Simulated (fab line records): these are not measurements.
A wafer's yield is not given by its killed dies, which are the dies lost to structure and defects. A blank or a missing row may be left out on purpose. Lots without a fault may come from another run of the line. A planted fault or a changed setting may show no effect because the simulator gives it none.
Matching of chambers :: flow n5Finfet :: 4 sister chambers for N5_HKMG_FIN_ALD_74 on aldHk-01
The step deposits La2O3, target thk 0.5 nm, pulse time 6 s, co reactant pulse time 1 s. 22 wafers are shown with their chamber, then 11 later ones without.

== WAFERS, EACH WITH ITS CHAMBER ==
wafer: L074.1
chamber: 0
heaterPowerW (W): 376
heaterPowerOuterW (W): 194
precursorPulseHeightRel: 1.023

wafer: L074.3
chamber: 2
heaterPowerW (W): 349
heaterPowerOuterW (W): 192
precursorPulseHeightRel: 1.003

wafer: L074.5
chamber: 0
heaterPowerW (W): 380
heaterPowerOuterW (W): 191
precursorPulseHeightRel: 0.997

wafer: L076.2
chamber: 0
heaterPowerW (W): 370
heaterPowerOuterW (W): 193
precursorPulseHeightRel: 1.024

wafer: L076.3
chamber: 3
heaterPowerW (W): 292
heaterPowerOuterW (W): 178
precursorPulseHeightRel: 1.001

wafer: L076.6
chamber: 1
heaterPowerW (W): 359
heaterPowerOuterW (W): 195
precursorPulseHeightRel: 1.017

wafer: L078.1
chamber: 0
heaterPowerW (W): 374
heaterPowerOuterW (W): 191
precursorPulseHeightRel: 1.025

wafer: L078.3
chamber: 2
heaterPowerW (W): 357
heaterPowerOuterW (W): 194
precursorPulseHeightRel: 0.962

wafer: L078.6
chamber: 1
heaterPowerW (W): 368
heaterPowerOuterW (W): 194
precursorPulseHeightRel: 1.002

wafer: L083.1
chamber: 0
heaterPowerW (W): 376
heaterPowerOuterW (W): 196
precursorPulseHeightRel: 1.010

wafer: L083.2
chamber: 2
heaterPowerW (W): 358
heaterPowerOuterW (W): 191
precursorPulseHeightRel: 1.016

wafer: L083.3
chamber: 3
heaterPowerW (W): 293
heaterPowerOuterW (W): 174
precursorPulseHeightRel: 1.003

wafer: L087.1
chamber: 3
heaterPowerW (W): 301
heaterPowerOuterW (W): 177
precursorPulseHeightRel: 0.972

wafer: L087.4
chamber: 0
heaterPowerW (W): 374
heaterPowerOuterW (W): 193
precursorPulseHeightRel: 0.996

wafer: L087.5
chamber: 0
heaterPowerW (W): 378
heaterPowerOuterW (W): 193
precursorPulseHeightRel: 0.973

wafer: L090.1
chamber: 1
heaterPowerW (W): 374
heaterPowerOuterW (W): 193
precursorPulseHeightRel: 1.007

wafer: L090.3
chamber: 3
heaterPowerW (W): 298
heaterPowerOuterW (W): 175
precursorPulseHeightRel: 0.995

wafer: L090.6
chamber: 1
heaterPowerW (W): 366
heaterPowerOuterW (W): 201
precursorPulseHeightRel: 0.976

wafer: L093.1
chamber: 3
heaterPowerW (W): 300
heaterPowerOuterW (W): 182
precursorPulseHeightRel: 0.982

wafer: L093.3
chamber: 0
heaterPowerW (W): 377
heaterPowerOuterW (W): 194
precursorPulseHeightRel: 0.977

wafer: L093.5
chamber: 2
heaterPowerW (W): 367
heaterPowerOuterW (W): 195
precursorPulseHeightRel: 1.006

wafer: L094.3
chamber: 2
heaterPowerW (W): 352
heaterPowerOuterW (W): 186
precursorPulseHeightRel: 1.014

SIGNATURES, as means of the wafers listed above
reading: heaterPowerW
chamber 0: 375.62
chamber 1: 366.75
chamber 2: 356.60
chamber 3: 296.80
scatter within a chamber: 4.91

reading: heaterPowerOuterW
chamber 0: 193.12
chamber 1: 195.75
chamber 2: 191.60
chamber 3: 177.20
scatter within a chamber: 2.84

reading: precursorPulseHeightRel
chamber 0: 1.00313
chamber 1: 1.00050
chamber 2: 1.00020
chamber 3: 0.99060
scatter within a chamber: 0.0191
Rule: for each reading, subtract the chamber's mean from the wafer's reading, divide by that reading's scatter and square the result; add these up over the readings and take the root, which gives the wafer's distance from the chamber. The wafer belongs to the nearest chamber; if the next one is less than 2 further off, it can't be placed. The scatter: the root of (the sum of the squares of (reading less its chamber's mean) over the shown wafers, divided by (wafers less chambers)).

== WAFERS WITH NO CHAMBER GIVEN ==
wafer: L094.5
heaterPowerW (W): 361
heaterPowerOuterW (W): 194
precursorPulseHeightRel: 1.047

wafer: L094.6
heaterPowerW (W): 384
heaterPowerOuterW (W): 188
precursorPulseHeightRel: 0.989

wafer: L095.2
heaterPowerW (W): 301
heaterPowerOuterW (W): 174
precursorPulseHeightRel: 0.958

wafer: L095.4
heaterPowerW (W): 354
heaterPowerOuterW (W): 193
precursorPulseHeightRel: 0.991

wafer: L095.5
heaterPowerW (W): 364
heaterPowerOuterW (W): 194
precursorPulseHeightRel: 1.014

wafer: L096.3
heaterPowerW (W): 301
heaterPowerOuterW (W): 182
precursorPulseHeightRel: 0.997

wafer: L096.4
heaterPowerW (W): 351
heaterPowerOuterW (W): 185
precursorPulseHeightRel: 1.002

wafer: L096.5
heaterPowerW (W): 355
heaterPowerOuterW (W): 194
precursorPulseHeightRel: 0.988

wafer: L097.1
heaterPowerW (W): 304
heaterPowerOuterW (W): 177
precursorPulseHeightRel: 1.024

wafer: L097.3
heaterPowerW (W): 372
heaterPowerOuterW (W): 193
precursorPulseHeightRel: 0.983

wafer: L097.4
heaterPowerW (W): 354
heaterPowerOuterW (W): 191
precursorPulseHeightRel: 1.018

== THE CHAMBER EACH PASSED THROUGH ==
wafer: L094.5
from the rows above: can't be placed: 2 or 1 or 0
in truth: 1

wafer: L094.6
from the rows above: can't be placed: 0 or 1
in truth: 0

wafer: L095.2
from the rows above: 3
in truth: 3

wafer: L095.4
from the rows above: can't be placed: 2 or 1
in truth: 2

wafer: L095.5
from the rows above: can't be placed: 1 or 2 or 0
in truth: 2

wafer: L096.3
from the rows above: 3
in truth: 3

wafer: L096.4
from the rows above: 2
in truth: 2

wafer: L096.5
from the rows above: can't be placed: 2 or 1
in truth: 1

wafer: L097.1
from the rows above: 3
in truth: 3

wafer: L097.3
from the rows above: can't be placed: 0 or 1
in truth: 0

wafer: L097.4
from the rows above: 2
in truth: 2
Placed correctly: 5 of 11. Cannot be placed on the basis of these rows: 6; the candidates contain the true chamber in 6. Number placed wrongly: 0.
